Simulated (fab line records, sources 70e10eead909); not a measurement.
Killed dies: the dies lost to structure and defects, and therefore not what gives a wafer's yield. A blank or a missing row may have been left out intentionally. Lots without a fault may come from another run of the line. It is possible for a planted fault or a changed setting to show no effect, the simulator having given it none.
fab line records    flow nand-harc
record: lots: 7  wafers: 21  last-day: 25
route steps=1159 shown A_M0@1021 A_M1@1026 END@1159
lots untouched by any fault: they come from a run of this same line in which no faults occurred
start-h: the number of hours between the record's first day and the start of the first shown wafer of the lot    wait-h: hours since the lot's step before    " as in the row above    L1.1+2: a row that stands for several wafers    - no value present, or no start provided    * or withheld: withheld    < > ~ a bound
route shown NAME@n: NAME is a module with steps in the file, n the number in the route of the first one    usual: mean/standard deviation of fault-free wafers    same: alike in all rows    chamber/n: place in a boat    sites: each site's reading    _std_site: their standard deviation    _edge_site: the outer-site mean with the inner-site mean subtracted    radius-mm: for every site, how far away it sits from the centre of the wafer    mask NAME#n: copy n    behind: the last tool/chamber to shape the wafer    hold: why the lot went on hold/how many hours it stayed there/how the hold came to an end    device: transistor that didn't switch, given as n, p or np    end of line: the route-end tests of the same wafers    a step given without rows: its recipe and nothing more    killed: dies that structure and defects cost at the first sort, which is not the same as the wafer's yield    map: shows each die of a wafer: x if killed, . if not, _ if none is there
set.NAME: the setting as run; set.NAME@STEP: as run at that earlier step    model.NAME: the simulator's own value behind a step, which no gauge read
lots at some steps of the route; a table a step, a row a wafer
services: from which hour (start-h, from the record's first day; less than 0 if before it) a tool's chamber was out of use, for how many hours, and why
== steps ==
step: NHARC_A_M0_SRD_25
step: NHARC_A_M0_INSPECT_27
usual: raw-defect-count: 457/140
lot.wafer  tool               chamber  start-h  wait-h  raw-defect-count
L676.2     defect-inspect-01  -        406.88   0.0     348
L676.4     "                  -        "        "       448
L676.5     "                  -        "        "       365
L683.2     defect-inspect-01  -        444.03   0.0     581
L683.5     "                  -        "        "       591
L683.6     "                  -        "        "       500
L682.1     defect-inspect-02  -        444.73   0.0     387
L682.3     "                  -        "        "       315
L682.5     "                  -        "        "       355
L686.1     defect-inspect-02  -        467.52   0.0     995
L686.2     "                  -        "        "       613
L686.4     "                  -        "        "       719
L685.2     defect-inspect-02  -        478.39   0.0     436
L685.4     "                  -        "        "       505
L685.5     "                  -        "        "       529
L688.2     defect-inspect-01  -        497.15   0.0     507
L688.3     "                  -        "        "       387
L688.5     "                  -        "        "       280
L697.3     defect-inspect-01  -        533.94   0.0     404
L697.4     "                  -        "        "       628
L697.5     "                  -        "        "       426
step: NHARC_A_M0_PRE_CLEAN_31
recipe: time-s: 12  temp-c: 370  rf-power-w: 300  gas: NH3
usual: heater-power-w: 609/120  rf-fwd-power-W: 292.6/0.97
lot.wafer  tool      chamber  start-h  wait-h  heater-power-w  rf-fwd-power-W
L676.2     pecvd-04  1        406.96   0.1     731             293.1
L676.5     "         0        "        "       491             291.0
L676.4     "         2        "        "       561             292.7
L683.2     pecvd-04  1        444.10   0.1     842             290.5
L683.6     "         1        "        "       866             290.5
L683.5     "         2        "        "       530             291.8
L682.1     pecvd-04  1        444.80   0.1     739             291.4
L682.3     "         0        "        "       445             292.2
L682.5     "         2        "        "       505             291.7
L686.2     pecvd-02  2        467.59   0.1     538             291.2
L686.1     "         0        "        "       693             294.1
L686.4     "         2        "        "       530             292.7
L685.2     pecvd-02  2        478.46   0.1     468             293.6
L685.5     "         0        "        "       650             291.6
L685.4     "         1        "        "       613             292.0
L688.2     pecvd-02  2        497.22   0.1     456             294.2
L688.3     "         0        "        "       675             293.4
L688.5     "         0        "        "       661             292.7
L697.3     pecvd-01  0        534.04   0.1     675             292.3
L697.5     "         1        "        "       511             293.2
L697.4     "         2        "        "       749             291.9
step: NHARC_A_M0_DEP_32
recipe: target-thk-a: 300  temp-c: 370  target-thk-nm: 30  pressure-torr: 3  flow-sccm: 200  rf-w: 450  material: SiCN
usual: heater-power-w: 561/120  rf-fwd-power-W: 449.1/1.4
lot.wafer  tool      chamber  start-h  wait-h  heater-power-w  rf-fwd-power-W
L676.2     pecvd-04  1        407.07   0.1     723             447.3
L676.5     "         0        "        "       418             450.6
L676.4     "         2        "        "       546             449.5
L683.2     pecvd-04  1        444.18   0.1     684             451.0
L683.6     "         1        "        "       679             450.3
L683.5     "         2        "        "       534             447.3
L682.1     pecvd-04  1        444.88   0.1     732             449.5
L682.3     "         0        "        "       448             446.7
L682.5     "         2        "        "       487             449.0
L686.2     pecvd-02  2        467.67   0.1     463             448.0
L686.1     "         0        "        "       656             447.8
L686.4     "         2        "        "       448             449.3
L685.2     pecvd-02  2        478.53   0.1     465             448.8
L685.5     "         0        "        "       644             448.4
L685.4     "         1        "        "       645             447.2
L688.2     pecvd-02  2        497.30   0.1     419             447.6
L688.3     "         0        "        "       599             447.9
L688.5     "         0        "        "       603             448.8
L697.3     pecvd-01  0        534.17   0.1     635             451.1
L697.5     "         1        "        "       470             447.8
L697.4     "         2        "        "       662             448.5
step: NHARC_A_M1_DEP_00
recipe: target-thk-a: 1825  target-thk-nm: 182.5  temp-c: withheld  pressure-torr: 5  flow-sccm: 200  rf-w: 600  material: SiOC
step: NHARC_A_M1_DEHYDRATE_01
recipe: temp-c: 150  time-s: 120
step: NHARC_A_M1_HMDS_02
recipe: time-s: 30
step: NHARC_A_M1_COAT_34
recipe: temp-c: 200  time-s: 65
step: NHARC_A_M1_COAT_03
recipe: spin-rpm: 1500  resist-thk-nm: 90
step: NHARC_A_M1_SOFTBAKE_04
recipe: temp-c: 105  time-s: 55
step: NHARC_A_M1_EBR_05
step: NHARC_A_M1_EXPOSE_06
recipe: na: 1.35  target-cd-nm: 120  dose-mj: 75.13  mask-id: A_M1
lot.wafer   tool             chamber  start-h  wait-h  mask    model.A_M1.overlay-x-nm
L676.2+4+5  arfi-scanner-01  0        408.11   -       A_M1#0  1.078
L683.2+5+6  arfi-scanner-02  0        445.17   -       A_M1#0  -1.939
L682.1+3+5  arfi-scanner-03  0        445.99   -       A_M1#0  29.79
L686.1+2+4  arfi-scanner-03  0        469.03   -       A_M1#0  29.43
L685.2+4+5  arfi-scanner-03  0        479.65   -       A_M1#0  30.19
L688.2+3+5  arfi-scanner-01  0        498.41   -       A_M1#0  0.5112
L697.3+4+5  arfi-scanner-01  0        535.07   -       A_M1#0  0.4532
step: NHARC_A_M1_PEB_07
recipe: peb-temp-c: 100  peb-time-s: 65
step: NHARC_A_M1_DEVELOP_08
recipe: develop-time-s: 35  dev-temp-c: 23
step: NHARC_A_M1_CD_MEAS_09
recipe: target-cd-nm: 120  landing-energy-ev: 500
usual: cd-nm: 120.2/0.57
same: landing-energy-ev: 500
lot.wafer  tool       chamber  start-h  wait-h  cd-nm
L676.2     cd-sem-01  0        408.25   -       120.7
L676.4     "          0        "        "       121.2
L676.5     "          0        "        "       120.2
L683.2     cd-sem-02  0        445.31   -       119.8
L683.5     "          0        "        "       119.3
L683.6     "          0        "        "       120.3
L682.1     cd-sem-02  0        446.13   -       119.9
L682.3     "          0        "        "       120.2
L682.5     "          0        "        "       120.6
L686.1     cd-sem-03  0        469.17   -       120.0
L686.2     "          0        "        "       121.2
L686.4     "          0        "        "       120.0
L685.2     cd-sem-03  0        479.79   -       119.8
L685.4     "          0        "        "       120.8
L685.5     "          0        "        "       120.6
L688.2     cd-sem-01  0        498.55   -       120.8
L688.3     "          0        "        "       120.7
L688.5     "          0        "        "       120.3
L697.3     cd-sem-02  0        535.21   -       120.9
L697.4     "          0        "        "       120.4
L697.5     "          0        "        "       120.2
step: NHARC_A_M1_OVL_MEAS_10
recipe: pitch-nm: 240
usual: overlay-x-nm: 0.2/1.1  overlay-y-nm: 0.1/0.71
lot.wafer  tool        chamber  start-h  wait-h  overlay-x-nm  overlay-y-nm
L676.2     overlay-02  -        408.34   -       1.1           -0.7
L676.4     "           -        "        "       1.5           -0.7
L676.5     "           -        "        "       1.6           -0.5
L683.2     overlay-01  -        445.39   -       -2.6          0.7
L683.5     "           -        "        "       -1.3          0.7
L683.6     "           -        "        "       -2.5          1.3
L682.1     overlay-02  -        446.22   -       29.4          0.9
L682.3     "           -        "        "       30.2          1.2
L682.5     "           -        "        "       29.9          0.7
L686.1     overlay-02  -        469.26   -       29.2          -1.5
L686.2     "           -        "        "       29.9          -1.5
L686.4     "           -        "        "       30.2          -1.6
L685.2     overlay-02  -        479.87   -       30.3          0.5
L685.4     "           -        "        "       30.2          0.7
L685.5     "           -        "        "       30.5          0.3
L688.2     overlay-01  -        498.64   -       0.2           0.1
L688.3     "           -        "        "       0.4           -0.1
L688.5     "           -        "        "       0.4           -0.5
L697.3     overlay-01  -        535.29   -       0.8           -1.0
L697.4     "           -        "        "       0.7           -1.4
L697.5     "           -        "        "       0.0           0.0
step: NHARC_A_M1_INSPECT_11
usual: raw-defect-count: 32/15
lot.wafer  tool               chamber  start-h  wait-h  raw-defect-count
L676.2     defect-inspect-02  -        408.37   0.0     18
L676.4     "                  -        "        "       18
L676.5     "                  -        "        "       31
L683.2     defect-inspect-02  -        445.43   0.0     31
L683.5     "                  -        "        "       36
L683.6     "                  -        "        "       38
L682.1     defect-inspect-01  -        446.25   0.0     20
L682.3     "                  -        "        "       13
L682.5     "                  -        "        "       18
L686.1     defect-inspect-02  -        469.30   0.0     25
L686.2     "                  -        "        "       26
L686.4     "                  -        "        "       30
L685.2     defect-inspect-01  -        479.91   0.0     21
L685.4     "                  -        "        "       11
L685.5     "                  -        "        "       12
L688.2     defect-inspect-02  -        498.67   0.0     19
L688.3     "                  -        "        "       18
L688.5     "                  -        "        "       11
L697.3     defect-inspect-02  -        535.33   0.0     47
L697.4     "                  -        "        "       71
L697.5     "                  -        "        "       50
step: NHARC_END_SORT_01
recipe: temp-c: 25
usual: defect-limited-yield: 95.6/1.6  killed-at-array: 26/11  killed-at-other: 0.4/0.78  killed-at-periphery: 3.4/2.4  killed-dies: 29/11  killed-open: 3.1/1.9  killed-short: 1.9/1.4  sort_bin_2_pct: 1.3/0.63  sort_bin_3_pct: 0.20/0.18  sort_bin_4_pct: 2.8/1.1  sort-n-pass: 648/11  sort-rim-yield-pct: 95/3.4  sort-yield-pct: 95.6/1.6
same: gross-dies: 677  sort_bin_5_pct[%]: 0  sort_bin_6_pct[%]: 0  sort_bin_7_pct[%]: 0  sort_bin_8_pct[%]: 0  sort-rim-n-gross: 106.00
lot.wafer  tool       chamber  start-h  wait-h  defect-limited-yield[%]  killed-at-array  killed-at-other  killed-at-periphery  killed-dies  killed-open  killed-short  sort_bin_2_pct[%]  sort_bin_3_pct[%]  sort_bin_4_pct[%]  sort-n-pass  sort-rim-yield-pct[%]  sort-yield-pct[%]
L686.1     prober-01  0        552.26   2.5     96.0                     25               0                2                    27           3            2             1.3                0.15               2.5                650          94                     96.0
L686.4     prober-01  0        554.66   3.4     95.4                     28               0                3                    31           2            3             1.6                0                  3.0                646          94                     95.4
killed by level:class
L686.1 A_CHANNEL_HOLE_D1:chamber-film-flake=13 A_STAIRCASE:chamber-film-flake=6 A_ONON_D1:geometric-particle:short=2 A_ONON_D1:geometric-particle:open=1 A_WL_FILL:geometric-particle:open=1 A_CONTACT:geometric-particle:open=1 P_ZERO_WELL:chamber-film-flake=1 P_M0:chamber-film-flake=1
L686.4 A_CHANNEL_HOLE_D1:chamber-film-flake=18 A_STAIRCASE:chamber-film-flake=3 A_CONTACT:chamber-film-flake=2 P_CONTACT:geometric-particle:short=1 P_M0:geometric-particle:open=1 A_SOURCE_PLATE:geometric-particle:short=1 A_WL_FILL:geometric-particle:short=1 A_BLC:geometric-particle:open=1
== services ==
tool             chamber  start-h  hours  kind
pecvd-04         0        389.00   -      clean
pecvd-04         1        389.00   -      clean
pecvd-04         2        389.00   -      clean
pecvd-01         2        404.77   5.3    repair
arfi-scanner-02  -        405.98   2.7    repair
pecvd-01         -        418.35   13.0   pm
pecvd-01         0        418.35   13.0   vent-cycle
pecvd-01         1        418.35   13.0   vent-cycle
pecvd-01         2        418.35   13.0   vent-cycle
arfi-scanner-01  -        425.41   20.6   repair
arfi-scanner-02  -        428.00   4.0    pm
pecvd-01         -        442.65   0.6    repair
pecvd-01         2        470.39   4.3    repair
arfi-scanner-03  -        484.00   4.0    pm
pecvd-01         1        501.68   5.0    repair
arfi-scanner-03  -        514.63   0.6    repair
pecvd-02         -        515.28   13.0   pm
pecvd-02         0        515.28   13.0   vent-cycle
pecvd-02         1        515.28   13.0   vent-cycle
pecvd-02         2        515.28   13.0   vent-cycle
pecvd-01         0        522.17   5.7    repair
pecvd-02         0        528.28   -      clean
pecvd-02         1        528.28   -      clean
pecvd-02         2        528.28   -      clean
== key ==
first-sign: step: NHARC_A_M1_OVL_MEAS_10  reading: overlay-x-nm  direction: up  sigmas: 28  usual: 0.2  struck: 30.0
effect none on later readings
model-effect: step: NHARC_A_M1_EXPOSE_06  value: A_M1.overlay-x-nm  without: 0.5685  struck: 29.8
met-at NHARC_A_M1_EXPOSE_06
struck-wafers L682.1,L682.3,L682.5,L685.2,L685.4,L685.5,L686.1,L686.2,L686.4
fault: kind: scanner-matching-overlay  tool: arfi-scanner-03  chamber: -  onset-h: 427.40  steps: NHARC_A_M1_EXPOSE_06  offset: 29.234
